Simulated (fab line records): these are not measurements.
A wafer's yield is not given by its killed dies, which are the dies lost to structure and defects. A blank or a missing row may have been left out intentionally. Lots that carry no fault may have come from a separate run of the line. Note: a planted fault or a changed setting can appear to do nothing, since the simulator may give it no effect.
Matching of chambers	flow n5Finfet	rieDiel-05 running N5_MOL_CONTACT_COAG_ETCH_89: 4 sister chambers
The step etches underlayer in N2/H2, target depth 13 nm, time 10.4 s. 16 wafers are shown with their chamber, then 8 later ones without.

WAFERS PAIRED WITH THEIR CHAMBERS
wafer	chamber	showerheadPlenumPTorr (Torr)	drypumpMotorCurrentA (A)	throttleValvePct (%)
L075.1	1	2.51	5.1	18.10
L075.4	0	2.49	5.7	17.66
L075.5	3	2.52	5.7	17.88
L077.2	0	2.49	5.6	17.66
L077.5	0	2.49	5.7	17.64
L077.6	2	2.61	6.2	18.17
L080.3	1	2.51	5.1	17.70
L080.5	1	2.51	5.1	17.69
L080.6	0	2.48	5.7	17.67
L084.2	1	2.51	5.1	17.69
L084.3	0	2.48	5.6	17.69
L084.6	3	2.51	5.7	17.90
L085.1	1	2.51	5.1	17.69
L085.5	1	2.51	5.1	17.68
L085.6	3	2.51	5.8	17.91
L087.1	0	2.48	5.6	17.69

SIGNATURES, as means of the wafers listed above
reading	chamber 0	chamber 1	chamber 2	chamber 3	scatter within a chamber
showerheadPlenumPTorr	2.4850	2.5100	2.6100	2.5133	0.00425
drypumpMotorCurrentA	5.650	5.100	6.200	5.733	0.0425
throttleValvePct	17.6683	17.7583	18.1700	17.8967	0.109
Rule: for each reading, subtract the chamber's mean from the wafer's reading, divide by that reading's scatter and square the result; add these up over the readings and take the root, which gives the wafer's distance from the chamber. The wafer belongs to the nearest chamber; if the next one is less than 2 further off, it can't be placed. The scatter: take each reading less its chamber's mean, square it, sum over the shown wafers, divide by the number of wafers less the number of chambers, and take the root.

WAFERS WITHOUT THEIR CHAMBER
wafer	showerheadPlenumPTorr (Torr)	drypumpMotorCurrentA (A)	throttleValvePct (%)
L087.3	2.60	6.2	17.77
L087.5	2.50	5.1	17.72
L090.3	2.48	5.7	17.71
L090.5	2.48	5.7	17.72
L090.6	2.50	5.7	17.93
L094.2	2.47	5.6	17.71
L094.3	2.50	5.7	17.93
L094.5	2.59	6.2	17.80

CHAMBER TAKEN BY EACH
wafer	from the rows above	in truth
L087.3	2	2
L087.5	1	1
L090.3	0	0
L090.5	0	0
L090.6	can't be placed: 3 or 0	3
L094.2	0	0
L094.3	can't be placed: 3 or 0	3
L094.5	2	2
Correctly placed: 6 of 8. From these rows, 2 cannot be placed; in 2 the true chamber is one of the candidates. Number placed wrongly: 0.
